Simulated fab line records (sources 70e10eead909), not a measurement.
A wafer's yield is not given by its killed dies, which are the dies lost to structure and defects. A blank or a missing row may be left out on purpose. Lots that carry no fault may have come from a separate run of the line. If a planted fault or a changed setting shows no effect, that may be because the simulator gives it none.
Which tool did it? / flow nand harc / 13 lots, 34 wafers sampled, at 6 steps of a route of 1159

## WHAT THE GAUGES SHOWED, per wafer
NHARC_END_SORT_01. Usual: killed at array 24, standard deviation 8.4; killed at other 0.7, standard deviation 1.1; killed at periphery 2.9, standard deviation 1.7; killed dies 27, standard deviation 8.6; killed open 3.3, standard deviation 1.8; killed short 1.8, standard deviation 1.4.
lot=L484; measured=day 21 22:02; on=prober-02; killed at array=147; killed at other=1; killed at periphery=1; killed dies=149; killed open=0; killed short=3; flag=OFF
lot=L488; measured=day 22 18:35; on=prober-02; killed at array=117 117; killed at other=1 0; killed at periphery=4 2; killed dies=122 119; killed open=4 4; killed short=0 0; flag=OFF
lot=L489; measured=day 24 01:54; on=prober-01; killed at array=117; killed at other=4; killed at periphery=4; killed dies=125; killed open=3; killed short=1; flag=OFF

## TOOL THAT RAN EACH LOT (tool first, then ch and the chambers of the sampled wafers, then the start)
lot=L478; NHARC_A_CONTACT_ETCH_114=har cap etch-02 ch 0,1, day 16 14:07; NHARC_A_CONTACT_DESCUM_74=rie diel-11 ch 0,1,2, day 16 19:44; NHARC_A_CONTACT_ETCH_75=rie diel-11 ch 0,1,2, day 16 19:50; NHARC_A_CONTACT_ETCH_126=har cap etch-02 ch 0,1, day 16 21:14; NHARC_A_CONTACT_ETCH_127=har cap etch-02 ch 0,1, day 16 21:23
lot=L477; NHARC_A_CONTACT_ETCH_114=har cap etch-03 ch 0,1, day 16 14:19; NHARC_A_CONTACT_DESCUM_74=rie diel-05 ch 0,1, day 16 19:53; NHARC_A_CONTACT_ETCH_75=rie diel-05 ch 2,3, day 16 19:58; NHARC_A_CONTACT_ETCH_126=har cap etch-03 ch 0,1, day 16 21:21; NHARC_A_CONTACT_ETCH_127=har cap etch-03 ch 0,1, day 16 21:29
lot=L479; NHARC_A_CONTACT_ETCH_114=har cap etch-03 ch 0,1, day 16 16:45; NHARC_A_CONTACT_DESCUM_74=rie diel-11 ch 0,1,3, day 16 22:01; NHARC_A_CONTACT_ETCH_75=rie diel-11 ch 1,2,3, day 16 22:07; NHARC_A_CONTACT_ETCH_126=har cap etch-01 ch 0,1, day 16 23:29; NHARC_A_CONTACT_ETCH_127=har cap etch-01 ch 0,1, day 16 23:38
lot=L482; NHARC_A_CONTACT_ETCH_114=har cap etch-03 ch 0,1, day 17 02:21; NHARC_A_CONTACT_DESCUM_74=rie diel-11 ch 0,1,3, day 17 07:41; NHARC_A_CONTACT_ETCH_75=rie diel-11 ch 0,3, day 17 07:47; NHARC_A_CONTACT_ETCH_126=har cap etch-02 ch 0,1, day 17 09:21; NHARC_A_CONTACT_ETCH_127=har cap etch-02 ch 0,1, day 17 09:29
lot=L485; NHARC_A_CONTACT_ETCH_114=har cap etch-01 ch 0,1, day 17 20:10; NHARC_A_CONTACT_DESCUM_74=rie diel-11 ch 2,3, day 18 04:03; NHARC_A_CONTACT_ETCH_75=rie diel-11 ch 0,2,3, day 18 04:11; NHARC_A_CONTACT_ETCH_126=har cap etch-02 ch 0,1, day 18 05:45; NHARC_A_CONTACT_ETCH_127=har cap etch-02 ch 0,1, day 18 05:53
lot=L484; NHARC_A_CONTACT_ETCH_114=har cap etch-03 ch 0, day 18 04:21; NHARC_A_CONTACT_DESCUM_74=rie diel-11 ch 0, day 18 15:08; NHARC_A_CONTACT_ETCH_75=rie diel-11 ch 2, day 18 15:13; NHARC_A_CONTACT_ETCH_126=har cap etch-03 ch 1, day 18 17:37; NHARC_A_CONTACT_ETCH_127=har cap etch-03 ch 1, day 18 17:49
lot=L488; NHARC_A_CONTACT_ETCH_114=har cap etch-03 ch 0, day 19 04:48; NHARC_A_CONTACT_DESCUM_74=rie diel-05 ch 1, day 19 15:08; NHARC_A_CONTACT_ETCH_75=rie diel-05 ch 2,3, day 19 15:19; NHARC_A_CONTACT_ETCH_126=har cap etch-02 ch 1, day 19 16:47; NHARC_A_CONTACT_ETCH_127=har cap etch-02 ch 1, day 19 16:56
lot=L489; NHARC_A_CONTACT_ETCH_114=har cap etch-03 ch 0, day 19 15:49; NHARC_A_CONTACT_DESCUM_74=rie diel-05 ch 3, day 20 03:41; NHARC_A_CONTACT_ETCH_75=rie diel-05 ch 0, day 20 03:46; NHARC_A_CONTACT_ETCH_126=har cap etch-01 ch 0, day 20 05:20; NHARC_A_CONTACT_ETCH_127=har cap etch-01 ch 0, day 20 05:29
lot=L494; NHARC_A_CONTACT_ETCH_114=har cap etch-02 ch 0,1, day 20 11:26; NHARC_A_CONTACT_DESCUM_74=rie diel-11 ch 1,3, day 20 17:11; NHARC_A_CONTACT_ETCH_75=rie diel-11 ch 1,2, day 20 17:16; NHARC_A_CONTACT_ETCH_126=har cap etch-03 ch 0,1, day 20 19:23; NHARC_A_CONTACT_ETCH_127=har cap etch-03 ch 0,1, day 20 19:32
lot=L496; NHARC_A_CONTACT_ETCH_114=har cap etch-02 ch 0,1, day 20 17:39; NHARC_A_CONTACT_DESCUM_74=rie diel-06 ch 0,1, day 21 04:17; NHARC_A_CONTACT_ETCH_75=rie diel-06 ch 2,3, day 21 04:22; NHARC_A_CONTACT_ETCH_126=har cap etch-03 ch 0,1, day 21 05:44; NHARC_A_CONTACT_ETCH_127=har cap etch-03 ch 0,1, day 21 05:53
lot=L495; NHARC_A_CONTACT_ETCH_114=har cap etch-02 ch 0,1, day 21 11:09; NHARC_A_CONTACT_DESCUM_74=rie diel-06 ch 0,2,3, day 21 16:44; NHARC_A_CONTACT_ETCH_75=rie diel-06 ch 1,2,3, day 21 16:49; NHARC_A_CONTACT_ETCH_126=har cap etch-02 ch 0,1, day 21 18:12; NHARC_A_CONTACT_ETCH_127=har cap etch-02 ch 0,1, day 21 18:20
lot=L500; NHARC_A_CONTACT_ETCH_114=har cap etch-02 ch 0,1, day 22 06:02; NHARC_A_CONTACT_DESCUM_74=rie diel-06 ch 1,2, day 22 11:26; NHARC_A_CONTACT_ETCH_75=rie diel-06 ch 0,2,3, day 22 11:31; NHARC_A_CONTACT_ETCH_126=har cap etch-03 ch 0,1, day 22 12:53; NHARC_A_CONTACT_ETCH_127=har cap etch-03 ch 0,1, day 22 13:02
lot=L499; NHARC_A_CONTACT_ETCH_114=har cap etch-01 ch 0,1, day 22 06:35; NHARC_A_CONTACT_DESCUM_74=rie diel-05 ch 1,2, day 22 11:53; NHARC_A_CONTACT_ETCH_75=rie diel-05 ch 2,3, day 22 12:05; NHARC_A_CONTACT_ETCH_126=har cap etch-02 ch 0,1, day 22 13:31; NHARC_A_CONTACT_ETCH_127=har cap etch-02 ch 0,1, day 22 13:40
- NHARC_A_CONTACT_ETCH_114: etches the open film in C4F8/O2/Ar, time 94 s, target depth 922 nm.
- NHARC_A_CONTACT_DESCUM_74: chemistry O2, time 3 s.
- NHARC_A_CONTACT_ETCH_75: etches the open film in CF4, target depth 39 nm, time 65 s.
- NHARC_A_CONTACT_ETCH_126: etches the open film in C4F8/O2/Ar, time 155 s, target depth 956 nm.
- NHARC_A_CONTACT_ETCH_127: etches the open film in C4F8/O2/Ar, time 155 s, target depth 956 nm.

## WHAT THE TOOLS THEMSELVES READ (means of the sampled wafers that have a number; where no wafer has one, the mark that the record gives instead)
NHARC_A_CONTACT_DESCUM_74. Usual: drypump motor current A 5.56 A, standard deviation 0.3; oes product au 1.001 a.u., standard deviation 0.012; rf vpp V 57.7 V, standard deviation 0.88; showerhead plenum p Torr 1.89 Torr, standard deviation 0.093; throttle valve pct 11.311 %, standard deviation 0.0095.
lot=L478; tool=rie diel-11; drypump motor current A (A)=5.52; oes product au (a.u.)=1.021; rf vpp V (V)=57.1; showerhead plenum p Torr (Torr)=1.84; throttle valve pct (%)=11.316; flag=
lot=L477; tool=rie diel-05; drypump motor current A (A)=5.57; oes product au (a.u.)=0.988; rf vpp V (V)=58.3; showerhead plenum p Torr (Torr)=1.83; throttle valve pct (%)=11.316; flag=
lot=L479; tool=rie diel-11; drypump motor current A (A)=5.50; oes product au (a.u.)=1.005; rf vpp V (V)=57.3; showerhead plenum p Torr (Torr)=1.81; throttle valve pct (%)=11.312; flag=
lot=L482; tool=rie diel-11; drypump motor current A (A)=5.52; oes product au (a.u.)=1.007; rf vpp V (V)=57.9; showerhead plenum p Torr (Torr)=1.81; throttle valve pct (%)=11.312; flag=
lot=L485; tool=rie diel-11; drypump motor current A (A)=5.17; oes product au (a.u.)=1.001; rf vpp V (V)=57.6; showerhead plenum p Torr (Torr)=1.86; throttle valve pct (%)=11.311; flag=
lot=L484; tool=rie diel-11; drypump motor current A (A)=5.60; oes product au (a.u.)=1.016; rf vpp V (V)=56.5; showerhead plenum p Torr (Torr)=1.77; throttle valve pct (%)=11.297; flag=
lot=L488; tool=rie diel-05; drypump motor current A (A)=5.43; oes product au (a.u.)=0.990; rf vpp V (V)=57.2; showerhead plenum p Torr (Torr)=1.87; throttle valve pct (%)=11.320; flag=
lot=L489; tool=rie diel-05; drypump motor current A (A)=5.35; oes product au (a.u.)=1.022; rf vpp V (V)=58.8; showerhead plenum p Torr (Torr)=2.04; throttle valve pct (%)=11.307; flag=
lot=L494; tool=rie diel-11; drypump motor current A (A)=5.56; oes product au (a.u.)=1.000; rf vpp V (V)=57.8; showerhead plenum p Torr (Torr)=1.84; throttle valve pct (%)=11.315; flag=
lot=L496; tool=rie diel-06; drypump motor current A (A)=5.60; oes product au (a.u.)=0.986; rf vpp V (V)=58.4; showerhead plenum p Torr (Torr)=2.01; throttle valve pct (%)=11.304; flag=
lot=L495; tool=rie diel-06; drypump motor current A (A)=5.74; oes product au (a.u.)=0.991; rf vpp V (V)=57.8; showerhead plenum p Torr (Torr)=1.96; throttle valve pct (%)=11.306; flag=
lot=L500; tool=rie diel-06; drypump motor current A (A)=6.09; oes product au (a.u.)=0.996; rf vpp V (V)=57.4; showerhead plenum p Torr (Torr)=1.86; throttle valve pct (%)=11.311; flag=
lot=L499; tool=rie diel-05; drypump motor current A (A)=5.54; oes product au (a.u.)=0.992; rf vpp V (V)=56.9; showerhead plenum p Torr (Torr)=1.90; throttle valve pct (%)=11.318; flag=

NHARC_A_CONTACT_ETCH_75. Usual: cf4 flow sccm 150.0 sccm, standard deviation 0.45; drypump motor current A 5.54 A, standard deviation 0.29; oes product au 1.001 a.u., standard deviation 0.011; rf vpp V 150.8 V, standard deviation 1.3; showerhead plenum p Torr 1.74 Torr, standard deviation 0.081; throttle valve pct 13.283 %, standard deviation 0.01.
lot=L478; tool=rie diel-11; cf4 flow sccm (sccm)=150.2; drypump motor current A (A)=5.54; oes product au (a.u.)=1.002; rf vpp V (V)=151.5; showerhead plenum p Torr (Torr)=1.70; throttle valve pct (%)=13.287; flag=
lot=L477; tool=rie diel-05; cf4 flow sccm (sccm)=150.2; drypump motor current A (A)=5.61; oes product au (a.u.)=1.014; rf vpp V (V)=152.7; showerhead plenum p Torr (Torr)=1.86; throttle valve pct (%)=13.290; flag=
lot=L479; tool=rie diel-11; cf4 flow sccm (sccm)=150.0; drypump motor current A (A)=5.37; oes product au (a.u.)=1.002; rf vpp V (V)=150.0; showerhead plenum p Torr (Torr)=1.71; throttle valve pct (%)=13.280; flag=
lot=L482; tool=rie diel-11; cf4 flow sccm (sccm)=150.1; drypump motor current A (A)=5.45; oes product au (a.u.)=1.009; rf vpp V (V)=150.8; showerhead plenum p Torr (Torr)=1.65; throttle valve pct (%)=13.283; flag=
lot=L485; tool=rie diel-11; cf4 flow sccm (sccm)=150.3; drypump motor current A (A)=5.32; oes product au (a.u.)=1.005; rf vpp V (V)=150.3; showerhead plenum p Torr (Torr)=1.69; throttle valve pct (%)=13.288; flag=
lot=L484; tool=rie diel-11; cf4 flow sccm (sccm)=150.1; drypump motor current A (A)=5.20; oes product au (a.u.)=0.998; rf vpp V (V)=151.2; showerhead plenum p Torr (Torr)=1.74; throttle valve pct (%)=13.283; flag=
lot=L488; tool=rie diel-05; cf4 flow sccm (sccm)=149.8; drypump motor current A (A)=5.55; oes product au (a.u.)=1.010; rf vpp V (V)=153.1; showerhead plenum p Torr (Torr)=1.86; throttle valve pct (%)=13.280; flag=
lot=L489; tool=rie diel-05; cf4 flow sccm (sccm)=149.3; drypump motor current A (A)=5.64; oes product au (a.u.)=0.999; rf vpp V (V)=149.1; showerhead plenum p Torr (Torr)=1.67; throttle valve pct (%)=13.289; flag=
lot=L494; tool=rie diel-11; cf4 flow sccm (sccm)=150.1; drypump motor current A (A)=5.59; oes product au (a.u.)=0.990; rf vpp V (V)=151.0; showerhead plenum p Torr (Torr)=1.73; throttle valve pct (%)=13.287; flag=
lot=L496; tool=rie diel-06; cf4 flow sccm (sccm)=149.6; drypump motor current A (A)=5.83; oes product au (a.u.)=0.993; rf vpp V (V)=151.1; showerhead plenum p Torr (Torr)=1.78; throttle valve pct (%)=13.278; flag=
lot=L495; tool=rie diel-06; cf4 flow sccm (sccm)=150.3; drypump motor current A (A)=5.97; oes product au (a.u.)=0.996; rf vpp V (V)=150.8; showerhead plenum p Torr (Torr)=1.75; throttle valve pct (%)=13.288; flag=
lot=L500; tool=rie diel-06; cf4 flow sccm (sccm)=149.5; drypump motor current A (A)=5.73; oes product au (a.u.)=0.999; rf vpp V (V)=152.0; showerhead plenum p Torr (Torr)=1.80; throttle valve pct (%)=13.282; flag=
lot=L499; tool=rie diel-05; cf4 flow sccm (sccm)=150.4; drypump motor current A (A)=5.61; oes product au (a.u.)=1.013; rf vpp V (V)=152.1; showerhead plenum p Torr (Torr)=1.85; throttle valve pct (%)=13.287; flag=

## THE ANSWER, worked out from the rows above alone
Rule: lot off if the mean of its wafers having a number is beyond 3 standard deviations from the usual mean. Also off: a lot with no number at a reading for which 4 or more lots have one. The other lots that the step has rows for count as sound. The gauges are gone through in route order, then the tools' own readings, and for those a lot's mean is taken as printed above. At the first step where some lot is off, the reading lying furthest off is the one used; lots without a number count as furthest.
Off: L484, L488, L489, at NHARC_END_SORT_01 (killed at array). Neither off nor sound, because the step has no rows for them: L478, L477, L479, L482, L485, L494, L496, L495, L500, L499.
If a tool, at a process step before that reading, ran all the lots that are off and no sound lot after the first of them, it fits. The gauges at NHARC_END_SORT_01 are tried like those tools. One candidate fits, namely har cap etch-03 at NHARC_A_CONTACT_ETCH_114. It ran no sound lot before its first lot that is off in this sample, so the start can't be narrowed down.

## WHAT THE SIMULATOR HAD INSERTED
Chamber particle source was har cap etch-03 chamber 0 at NHARC_A_CONTACT_ETCH_114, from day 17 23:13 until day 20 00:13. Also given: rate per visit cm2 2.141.
Lots struck among those shown: L484, L488, L489. The rule above reached the same finding.
